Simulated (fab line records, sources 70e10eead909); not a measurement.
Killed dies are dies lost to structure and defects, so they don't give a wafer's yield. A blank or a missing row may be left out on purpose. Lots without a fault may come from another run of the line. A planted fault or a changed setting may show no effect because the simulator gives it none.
fab line records | flow nand_harc
record lots=5 wafers=15 last_day=33
route steps=1302 shown A_CONTACT@1088 A_BLC@1107
lots that met no fault: from a run of the same line without faults
start_h: hours from the record's first day to the start of the lot's first wafer shown | wait_h: hours since the lot's step before | " the same as in the row above | L1.1+2: a row that stands for several wafers | - no value, or no start given | * or withheld: withheld | < > ~ a bound
route shown NAME@n: a module of which the file shows steps, and the number in the route of the first | usual: mean/standard deviation of fault-free wafers | same: alike in all rows | chamber/n: place in a boat | sites: the reading at each site | _std_site: their standard deviation | _edge_site: outer sites' mean less inner sites' | radius_mm: how far each site lies from the wafer's centre | mask NAME#n: copy n | behind: the tool/chamber that last shaped the wafer | hold: why the lot was held/for how many hours/how that ended | device: the transistor (n, p or np) that didn't switch | end of line: the same wafers' tests at the end of the route | a step without rows: its recipe alone | killed: dies lost to structure and defects at the first sort, not the wafer's yield | map: a wafer's dies, x killed, . not, _ none there
set.NAME: the setting as run; set.NAME@STEP: as run at that earlier step | model.NAME: the simulator's own value behind a step, which no gauge read
lots at some steps of the route; a table a step, a row a wafer
services: from which hour (start_h, from the record's first day; less than 0 if before it) a tool's chamber was out of use, for how many hours, and why
## steps
# step NHARC_A_CONTACT_ETCH_136
# recipe source_w=withheld pressure_mtorr=20 bias_v=1200 time_s=311 target_depth_a=19120 ar_flow_sccm=withheld c4f8_flow_sccm=withheld o2_flow_sccm=withheld chemistry=C4F8/O2/Ar
# columns lot.wafer tool chamber start_h wait_h rf_hours_counter_h
L080.1 har_cap_etch-03 0 578.42 0.2 54
L080.4 " 1 " " -
L080.6 " 0 " " -
L082.1 har_cap_etch-02 0 593.66 0.3 107
L082.3 " 0 " " -
L082.5 " 1 " " -
L083.3 har_cap_etch-03 0 619.34 0.2 -
L083.6 " 1 " " -
L083.5 " 0 " " -
L094.2 har_cap_etch-03 1 704.00 0.3 75
L094.1 " 0 " " 75
L094.6 " 0 " " -
L097.1 har_cap_etch-01 0 734.91 0.2 41
L097.2 " 1 " " 41
L097.3 " 1 " " -
# step NHARC_A_CONTACT_ETCH_137
# recipe source_w=withheld pressure_mtorr=20 bias_v=1200 time_s=311 target_depth_a=19120 ar_flow_sccm=withheld c4f8_flow_sccm=withheld o2_flow_sccm=withheld chemistry=C4F8/O2/Ar
# columns lot.wafer tool chamber start_h wait_h rf_hours_counter_h
L080.1 har_cap_etch-03 0 578.69 0.2 54
L080.4 " 1 " " -
L080.6 " 0 " " -
L082.1 har_cap_etch-02 0 594.02 0.3 108
L082.3 " 0 " " -
L082.5 " 1 " " -
L083.3 har_cap_etch-03 0 619.62 0.2 -
L083.6 " 1 " " -
L083.5 " 0 " " -
L094.2 har_cap_etch-03 1 704.36 0.3 76
L094.1 " 0 " " 76
L094.6 " 0 " " -
L097.1 har_cap_etch-01 0 735.18 0.2 41
L097.2 " 1 " " 41
L097.3 " 1 " " -
# step NHARC_A_CONTACT_ETCH_138
# recipe source_w=withheld pressure_mtorr=20 bias_v=1200 time_s=311 target_depth_a=19140 ar_flow_sccm=withheld c4f8_flow_sccm=withheld o2_flow_sccm=withheld chemistry=C4F8/O2/Ar
# columns lot.wafer tool chamber start_h wait_h rf_hours_counter_h
L080.1 har_cap_etch-03 0 578.96 0.2 54
L080.4 " 1 " " -
L080.6 " 0 " " -
L082.1 har_cap_etch-02 0 594.39 0.3 108
L082.3 " 0 " " -
L082.5 " 1 " " -
L083.3 har_cap_etch-03 0 619.89 0.2 -
L083.6 " 1 " " -
L083.5 " 0 " " -
L094.2 har_cap_etch-03 1 704.72 0.3 76
L094.1 " 0 " " 76
L094.6 " 0 " " -
L097.1 har_cap_etch-01 0 735.46 0.2 42
L097.2 " 1 " " 42
L097.3 " 1 " " -
# step NHARC_A_CONTACT_ETCH_139
# recipe source_w=withheld pressure_mtorr=20 bias_v=400 time_s=195 target_depth_a=8400 ar_flow_sccm=withheld c4f8_flow_sccm=11.5 o2_flow_sccm=7.2 chemistry=C4F8/O2/Ar
# columns lot.wafer tool chamber start_h wait_h rf_hours_counter_h
L080.1 har_cap_etch-03 0 579.23 0.2 55
L080.4 " 1 " " -
L080.6 " 0 " " -
L082.1 har_cap_etch-02 0 594.75 0.3 108
L082.3 " 0 " " -
L082.5 " 1 " " -
L083.3 har_cap_etch-03 0 620.16 0.2 -
L083.6 " 1 " " -
L083.5 " 0 " " -
L094.2 har_cap_etch-03 1 705.09 0.3 76
L094.1 " 0 " " 76
L094.6 " 0 " " -
L097.1 har_cap_etch-01 0 735.72 0.2 42
L097.2 " 1 " " 42
L097.3 " 1 " " -
# step NHARC_A_CONTACT_ETCH_92
# recipe target_depth_a=400 over_etch_frac=0.5 time_s=85.7 ion_energy_ev=120 ch3f_flow_sccm=50 o2_flow_sccm=30 ar_flow_sccm=200 rf_w=500 bias_w=100 chemistry=CH3F/O2
# usual drypump_motor_current_A=5.91/0.27 mfc_ar_sccm=199.9/0.63 o2_flow_sccm=30.01/0.091 oes_product_au=0.925/0.02 rf_vpp_V=243.5/1.3 showerhead_plenum_p_Torr=2.40/0.073 throttle_valve_pct=20.663/0.0094
# columns lot.wafer tool chamber start_h wait_h drypump_motor_current_A mfc_ar_sccm o2_flow_sccm oes_product_au rf_hours_counter_h rf_vpp_V showerhead_plenum_p_Torr throttle_valve_pct
L080.1 rie_diel-12 3 579.83 0.5 5.60 200.1 29.92 0.904 34 241.4 2.32 20.661
L080.6 " 1 " " 5.83 200.1 29.82 0.936 - 242.8 2.44 20.672
L080.4 " 3 " " 5.59 199.4 30.01 0.903 - 242.0 2.32 20.672
L082.1 rie_diel-08 1 595.35 0.5 6.05 200.1 29.77 0.924 8 243.0 2.46 20.663
L082.3 " 3 " " 5.63 200.2 30.12 0.926 9 242.9 2.30 20.664
L082.5 " 2 " " 6.36 199.4 30.18 0.916 - 244.6 2.50 20.655
L083.3 rie_diel-08 0 620.59 0.4 6.04 199.8 30.12 0.918 12 244.7 2.47 20.657
L083.6 " 3 " " 5.63 200.8 30.06 0.920 - 241.9 2.30 20.661
L083.5 " 0 " " 6.04 199.6 30.13 0.925 - 243.3 2.47 20.662
L094.1 rie_diel-08 2 705.75 0.5 6.30 200.9 30.07 0.914 29 246.3 2.49 20.656
L094.2 " 3 " " 5.60 200.8 29.89 0.932 28 241.3 2.29 20.663
L094.6 " 1 " " 6.06 199.4 29.96 0.928 - 245.7 2.45 20.652
L097.1 rie_diel-08 1 736.28 0.5 6.05 200.4 29.97 1.004 1 243.9 2.45 20.657
L097.3 " 2 " " 6.36 199.8 30.20 0.998 1 244.6 2.49 20.660
L097.2 " 3 " " 5.59 200.3 29.93 0.990 1 242.3 2.29 20.668
# step NHARC_A_CONTACT_ETCH_98
# recipe target_depth_a=200 over_etch_frac=0.5 time_s=10 ion_energy_ev=250 c4f6_flow_sccm=25 o2_flow_sccm=20 ar_flow_sccm=500 rf_w=600 bias_w=500 chemistry=C4F6/O2
# usual c4f6_flow_sccm=25.01/0.078 drypump_motor_current_A=5.92/0.26 mfc_ar_sccm=499.9/1.7 o2_flow_sccm=20.00/0.057 oes_product_au=0.946/0.017 rf_vpp_V=545.0/2.3 showerhead_plenum_p_Torr=3.83/0.11 throttle_valve_pct=26.904/0.0086
# columns lot.wafer tool chamber start_h wait_h c4f6_flow_sccm drypump_motor_current_A mfc_ar_sccm o2_flow_sccm oes_product_au rf_hours_counter_h rf_vpp_V showerhead_plenum_p_Torr throttle_valve_pct
L080.1 rie_diel-12 1 579.96 0.1 25.04 5.81 500.0 20.07 0.954 43 547.6 3.90 26.891
L080.4 " 1 " " 25.16 5.83 496.9 19.94 0.960 - 546.7 3.90 26.898
L080.6 " 3 " " 25.20 5.60 502.5 19.99 0.927 - 541.8 3.71 26.885
L082.1 rie_diel-08 2 - - 24.85 6.34 501.3 20.15 0.947 9 547.8 3.98 26.908
L082.3 " 3 " " 25.01 5.64 500.8 19.93 0.936 9 542.4 3.69 26.890
L082.5 " 2 " " 24.97 6.35 500.0 20.11 0.939 - 547.6 3.98 26.902
L083.3 rie_diel-08 2 - - 25.02 6.36 501.3 20.01 0.910 14 547.8 3.98 26.907
L083.6 " 1 " " 25.01 6.06 497.7 19.95 0.936 - 544.6 3.92 26.895
L083.5 " 2 " " 25.00 6.36 499.6 20.05 0.920 - 547.1 3.98 26.906
L094.2 rie_diel-08 1 - - 25.02 6.07 500.9 20.03 0.929 28 546.8 3.91 26.902
L094.1 " 2 " " 25.08 6.39 501.4 19.99 0.932 29 548.8 3.97 26.893
L094.6 " 0 " " 24.92 6.06 500.0 19.97 0.922 - 546.7 3.93 26.898
L097.2 rie_diel-08 3 - - 25.09 5.62 499.2 20.05 0.994 1 542.1 3.67 26.888
L097.1 " 0 " " 25.00 6.06 498.8 19.98 1.003 1 547.1 3.92 26.910
L097.3 " 2 " " 24.99 6.33 498.5 20.02 0.985 1 547.3 3.97 26.900
# step NHARC_A_CONTACT_CD_MEAS_15
# usual cd_nm=190.1/0.69
# columns lot.wafer tool chamber start_h wait_h cd_nm
L080.1 cd_sem-02 - 580.04 - 190.2
L080.4 " - " " 190.3
L080.6 " - " " 189.7
L082.1 cd_sem-03 - 595.57 - 191.7
L082.3 " - " " 189.2
L082.5 " - " " 190.8
L083.3 cd_sem-02 - 620.80 - 191.5
L083.5 " - " " 191.0
L083.6 " - " " 189.3
L094.1 cd_sem-02 - 705.95 - 190.3
L094.2 " - " " 188.2
L094.6 " - " " 190.7
L097.1 cd_sem-02 - 736.51 - 190.3
L097.2 " - " " 189.8
L097.3 " - " " 190.5
# step NHARC_A_CONTACT_STRIP_107
# recipe n2_flow_sccm=150 h2_flow_sccm=150 ar_flow_sccm=0 bias_w=0 chemistry=N2/H2
# columns lot.wafer tool chamber start_h wait_h
L080.1+6+4 rie_diel-08 2,3,2 580.14 0.1
L082.1+3+5 rie_diel-08 0,3,1 595.64 0.1
L083.3+5+6 rie_diel-08 0,1,2 620.90 0.1
L094.1+2+6 rie_diel-08 3,1,2 706.04 0.1
L097.2+3+1 rie_diel-08 2,0,1 736.58 0.1
# step NHARC_A_CONTACT_STRIP_108
# recipe cf4_flow_sccm=100 chf3_flow_sccm=30 ar_flow_sccm=0 bias_w=0 chemistry=CF4/CHF3
# columns lot.wafer tool chamber start_h wait_h
L080.1+6+4 rie_diel-08 3,1,2 580.23 0.1
L082.1+3+5 rie_diel-08 0,3,0 595.74 0.1
L083.3+5+6 rie_diel-08 1,2,3 620.98 0.1
L094.2+1+6 rie_diel-08 3,1,2 706.12 0.1
L097.2+1+3 rie_diel-08 3,0,1 736.68 0.1
# step NHARC_A_CONTACT_STRIP_109
# recipe o2_flow_sccm=400 cos_flow_sccm=20 ar_flow_sccm=0 bias_w=0 chemistry=O2/COS
# columns lot.wafer tool chamber start_h wait_h
L080.1+6+4 rie_diel-08 1,2,3 580.30 0.1
L082.1+3+5 rie_diel-08 3,1,2 595.80 0.1
L083.3+6+5 rie_diel-08 1,3,0 621.04 0.1
L094.1+2+6 rie_diel-08 3,2,0 706.18 0.0
L097.3+2+1 rie_diel-08 1,2,3 736.74 0.1
# step NHARC_A_CONTACT_ETCH_110
# recipe target_depth_a=600 overetch_a=60 time_s=33 ion_energy_ev=100 cf4_flow_sccm=80 o2_flow_sccm=20 ar_flow_sccm=0 rf_w=300 bias_w=100 chemistry=CF4/O2
# usual drypump_motor_current_A=5.94/0.25 mfc_ar_sccm=0.005/0.0095 o2_flow_sccm=20.00/0.058 oes_ar_750_au=1.000/0.0046 oes_f_703_au=1.000/0.0041 oes_product_au=0.996/0.012 rf_vpp_V=197.3/1.2 showerhead_plenum_p_Torr=1.31/0.04 throttle_valve_pct=13.397/0.0091
# columns lot.wafer tool chamber start_h wait_h drypump_motor_current_A mfc_ar_sccm o2_flow_sccm oes_ar_750_au oes_f_703_au oes_product_au rf_hours_counter_h rf_vpp_V showerhead_plenum_p_Torr throttle_valve_pct
L080.1 rie_diel-08 3 580.37 0.1 5.61 0 19.95 0.998 1.002 1.008 4 195.8 1.25 13.381
L080.4 " 2 " " 6.34 0.005 19.92 0.994 1.002 0.996 - 197.2 1.36 13.404
L080.6 " 3 " " 5.64 0 19.88 1.003 0.996 1.000 - 196.2 1.25 13.398
L082.3 rie_diel-08 1 595.86 0.1 6.05 0.005 19.98 1.011 0.999 0.991 8 197.8 1.33 13.394
L082.1 " 3 " " 5.65 0 19.92 1.006 1.008 0.994 9 195.8 1.25 13.403
L082.5 " 1 " " 6.03 0.005 19.98 1.004 0.994 0.995 - 197.5 1.33 13.393
L083.3 rie_diel-08 0 621.09 0.1 6.05 0 19.99 1.007 1.006 1.000 12 196.8 1.34 13.396
L083.5 " 3 " " 5.61 0 19.94 0.994 1.003 0.993 - 195.7 1.25 13.391
L083.6 " 0 " " 6.05 0 19.99 1.001 0.996 1.003 - 198.6 1.34 13.413
L094.1 rie_diel-08 1 706.25 0.1 6.03 0.005 20.03 0.995 1.005 0.991 28 197.2 1.33 13.401
L094.2 " 3 " " 5.64 0 20.01 1.003 0.997 0.997 28 196.6 1.24 13.396
L094.6 " 0 " " 6.05 0 19.86 1.004 0.996 0.999 - 198.4 1.34 13.400
L097.1 rie_diel-08 3 736.80 0.1 5.62 0 20.03 0.999 0.997 0.999 1 196.1 1.24 13.374
L097.2 " 1 " " 6.05 0.005 19.99 1.002 0.998 1.007 1 198.5 1.33 13.389
L097.3 " 2 " " 6.34 0.005 20.06 0.997 1.003 0.985 1 198.1 1.35 13.395
# step NHARC_A_CONTACT_STRIP_26
# recipe o2_flow_sccm=500 ar_flow_sccm=0 bias_w=0 chemistry=O2
# usual drypump_motor_current_A=5.94/0.26 mfc_ar_sccm=0.005/0.0088 o2_flow_sccm=500.0/1.4 oes_product_au=0.995/0.012 rf_vpp_V=57.6/0.77 showerhead_plenum_p_Torr=3.45/0.1 throttle_valve_pct=17.036/0.0092
# columns lot.wafer tool chamber start_h wait_h drypump_motor_current_A mfc_ar_sccm o2_flow_sccm oes_product_au rf_hours_counter_h rf_vpp_V showerhead_plenum_p_Torr throttle_valve_pct
L080.1 rie_diel-08 1 - - 6.05 0.005 498.9 1.004 4 57.2 3.53 17.041
L080.6 " 1 " " 6.07 0.005 498.4 1.003 - 58.3 3.53 17.034
L080.4 " 3 " " 5.61 0 499.8 1.001 - 56.9 3.31 17.030
L082.3 rie_diel-08 3 - - 5.63 0 496.7 1.006 9 56.3 3.31 17.030
L082.1 " 1 " " 6.06 0.005 501.8 1.000 8 58.4 3.53 17.048
L082.5 " 3 " " 5.62 0 500.9 0.994 - 57.8 3.31 17.045
L083.3 rie_diel-08 2 - - 6.34 0.005 499.9 0.981 14 57.1 3.58 17.032
L083.6 " 2 " " 6.33 0.005 502.3 0.983 - 58.6 3.58 17.044
L083.5 " 3 " " 5.63 0 501.5 0.981 - 57.1 3.31 17.022
L094.1 rie_diel-08 3 - - 5.63 0 501.1 1.000 28 57.7 3.30 17.028
L094.2 " 2 " " 6.35 0.005 499.4 0.992 29 57.5 3.57 17.032
L094.6 " 0 " " 6.05 0 499.5 1.000 - 58.6 3.53 17.043
L097.3 rie_diel-08 0 - - 6.06 0 500.7 0.996 1 59.0 3.53 17.050
L097.2 " 1 " " 6.05 0.005 499.6 0.999 1 59.1 3.51 17.061
L097.1 " 2 " " 6.34 0.005 502.9 0.985 1 58.6 3.57 17.031
# step NHARC_A_CONTACT_STRIP_27
# recipe time_s=600 temp_c=30 chemistry=post_etch_residue_remover
# usual bath_heat_duty_pct=13.1/1.5
# columns lot.wafer tool chamber start_h wait_h bath_heat_duty_pct
L080.4 wet_bench-09 1 580.81 - 13.3
L080.6 " 2 " " 13.4
L080.1 " 3 " " 12.2
L082.3 wet_bench-04 4 596.25 - 13.7
L082.5 " 5 " " 10.3
L082.1 " 0 " " 13.5
L083.5 wet_bench-09 3 621.48 - 11.7
L083.6 " 4 " " 12.5
L083.3 " 7 " " 13.2
L094.2 wet_bench-04 7 706.63 - 13.0
L094.6 " 0 " " 13.2
L094.1 " 1 " " 11.2
L097.2 wet_bench-04 0 737.20 - 14.2
L097.3 " 2 " " 15.3
L097.1 " 4 " " 13.8
# step NHARC_A_CONTACT_ALD_18
# recipe target_thk_a=30 pulse_time_s=1 ald_cycles=150 temp_c=450 material=TiN
# usual heater_power_w=1066/100 precursor_pulse_height_rel=1.000/0.018
# columns lot.wafer tool chamber start_h wait_h heater_power_w precursor_pulse_height_rel
L080.4 ald_metal-04 3 581.07 - 1139 1.004
L080.1 " 0 " " 1018 1.009
L080.6 " 3 " " 1105 0.986
L082.1 ald_metal-04 1 596.54 - 1018 1.011
L082.3 " 3 " " 1139 0.992
L082.5 " 0 " " 1024 0.989
L083.3 ald_metal-02 2 621.76 - 1079 0.978
L083.5 " 1 " " 1171 0.999
L083.6 " 2 " " 1088 1.011
L094.2 ald_metal-02 1 706.94 - 1203 0.990
L094.1 " 2 " " 1077 1.031
L094.6 " 3 " " 981 0.987
L097.2 ald_metal-04 2 737.47 - 880 0.975
L097.1 " 0 " " 982 1.010
L097.3 " 1 " " 1024 0.977
# step NHARC_A_CONTACT_CVD_19
# recipe target_thk_a=3000 temp_c=300 pressure_torr=40 wf6_flow_sccm=40 h2_flow_sccm=1600 ar_flow_sccm=1560 time_s=802 material=W
# usual heater_power_w=457/38 mfc_ar_sccm=1559/4.8 throttle_valve_pct=8.06/0.24
# columns lot.wafer tool chamber start_h wait_h heater_power_w mfc_ar_sccm throttle_valve_pct
L080.1 cvd_w-02 0 - - 415 1559 8.06
L080.4 " 1 " " 461 1558 7.91
L080.6 " 1 " " 459 1561 8.19
L082.1 cvd_w-01 1 - - 500 1559 8.17
L082.3 " 0 " " 435 1553 7.90
L082.5 " 0 " " 441 1555 8.03
L083.3 cvd_w-01 1 - - 507 1558 7.83
L083.5 " 0 " " 445 1553 8.07
L083.6 " 1 " " 492 1552 7.91
L094.2 cvd_w-02 1 - - 476 1552 7.69
L094.1 " 0 " " 402 1566 8.46
L094.6 " 0 " " 406 1561 8.04
L097.2 cvd_w-02 1 - - 492 1561 7.93
L097.1 " 0 " " 409 1564 8.13
L097.3 " 0 " " 415 1564 8.20
# step NHARC_A_CONTACT_CMP_20
# recipe t_overpolish_s=30 target_thk_nm=300
# usual motor_current_A=12.3/1.4 overpolish_run_s=30.000/0.009 time_to_endpoint_s=61/4.1
# columns lot.wafer tool chamber start_h wait_h motor_current_A overpolish_run_s time_to_endpoint_s
L080.4 cmp-03 2 582.16 0.5 10.2 29.998 68
L080.1 " 0 " " 13.6 29.989 69
L080.6 " 3 " " 10.8 29.998 57
L082.3 cmp-03 3 597.61 0.4 10.7 30.003 60
L082.1 " 0 " " 13.9 29.991 68
L082.5 " 0 " " 14.6 29.995 67
L083.3 cmp-03 3 622.85 0.4 11.0 30.012 63
L083.6 " 2 " " 10.3 29.983 67
L083.5 " 3 " " 10.5 30.003 63
L094.1 cmp-01 3 708.00 0.6 10.9 29.997 61
L094.2 " 2 " " 13.8 29.987 64
L094.6 " 0 " " 11.0 29.987 58
L097.2 cmp-03 0 738.56 0.8 14.0 30.014 64
L097.1 " 1 " " 12.9 29.988 64
L097.3 " 3 " " 11.2 30.005 55
# step NHARC_A_CONTACT_SRD_22
# columns lot.wafer tool chamber start_h wait_h
L080.1+6+4 wet_bench-09 4,6,7 582.48 0.0
L082.3+1+5 wet_bench-04 2,3,5 597.93 0.0
L083.5+6+3 wet_bench-02 4,6,0 623.15 0.0
L094.6+1+2 wet_bench-04 7,1,2 708.33 0.0
L097.1+3+2 wet_bench-04 0,2,4 738.88 0.0
# step NHARC_A_CONTACT_INSPECT_23
# usual raw_defect_count=528/160
# columns lot.wafer tool chamber start_h wait_h raw_defect_count
L080.1 defect_inspect-02 - 582.56 0.1 707
L080.4 " - " " 781
L080.6 " - " " 578
L082.1 defect_inspect-01 - 598.01 0.1 492
L082.3 " - " " 431
L082.5 " - " " 467
L083.3 defect_inspect-02 - 623.23 0.1 595
L083.5 " - " " 785
L083.6 " - " " 532
L094.1 defect_inspect-01 - 708.40 0.1 428
L094.2 " - " " 511
L094.6 " - " " 675
L097.1 defect_inspect-02 - 738.96 0.1 532
L097.2 " - " " 512
L097.3 " - " " 507
# step NHARC_A_BLC_DEHYDRATE_00
# recipe temp_c=150 time_s=120
# columns lot.wafer tool chamber start_h wait_h
L080.1+4+6 litho_track-01 0 582.62 0.1
L082.1+3+5 litho_track-06 0 598.07 0.1
L083.3+5+6 litho_track-01 0 623.29 0.1
L094.1+2+6 litho_track-01 0 708.46 0.1
L097.1+2+3 litho_track-06 0 739.02 0.1
# step NHARC_A_BLC_HMDS_01
# recipe time_s=30
# columns lot.wafer tool chamber start_h wait_h
L080.1+4+6 litho_track-01 0 - -
L082.1+3+5 litho_track-06 0 - -
L083.3+5+6 litho_track-01 0 - -
L094.1+2+6 litho_track-01 0 - -
L097.1+2+3 litho_track-06 0 - -
# step NHARC_A_BLC_COAT_02
# recipe temp_c=260 time_s=75
# columns lot.wafer tool chamber start_h wait_h
L080.1+4+6 litho_track-01 0 - -
L082.1+3+5 litho_track-06 0 - -
L083.3+5+6 litho_track-01 0 - -
L094.1+2+6 litho_track-01 0 - -
L097.1+2+3 litho_track-06 0 - -
## services
# columns tool chamber start_h hours kind
cmp-03 - 561.17 2.1 repair
rie_diel-12 0 576.81 15.6 repair
rie_diel-08 0 578.58 4.5 repair
wet_bench-04 - 579.20 8.0 pm
rie_diel-12 - 598.60 0.9 repair
cmp-03 - 601.50 1.8 repair
rie_diel-12 1 603.50 19.8 repair
ald_metal-02 - 610.00 10.0 pm
rie_diel-08 3 639.83 13.3 repair
cvd_w-02 - 643.50 1.4 repair
cvd_w-02 - 647.78 0.8 repair
ald_metal-04 - 652.00 10.0 pm
cvd_w-02 - 652.02 1.5 repair
cmp-03 - 652.13 4.0 pm
rie_diel-08 3 656.70 1.3 repair
wet_bench-09 - 669.46 8.0 repair
rie_diel-08 1 679.84 5.6 repair
litho_track-01 - 680.00 7.0 pm
cvd_w-02 - 681.14 13.0 pm
rie_diel-08 2 682.15 12.8 repair
cmp-03 - 686.04 1.0 repair
litho_track-06 - 704.00 7.0 pm
wet_bench-09 - 704.94 8.0 pm
rie_diel-08 - 721.97 9.0 pm
## key
fault none
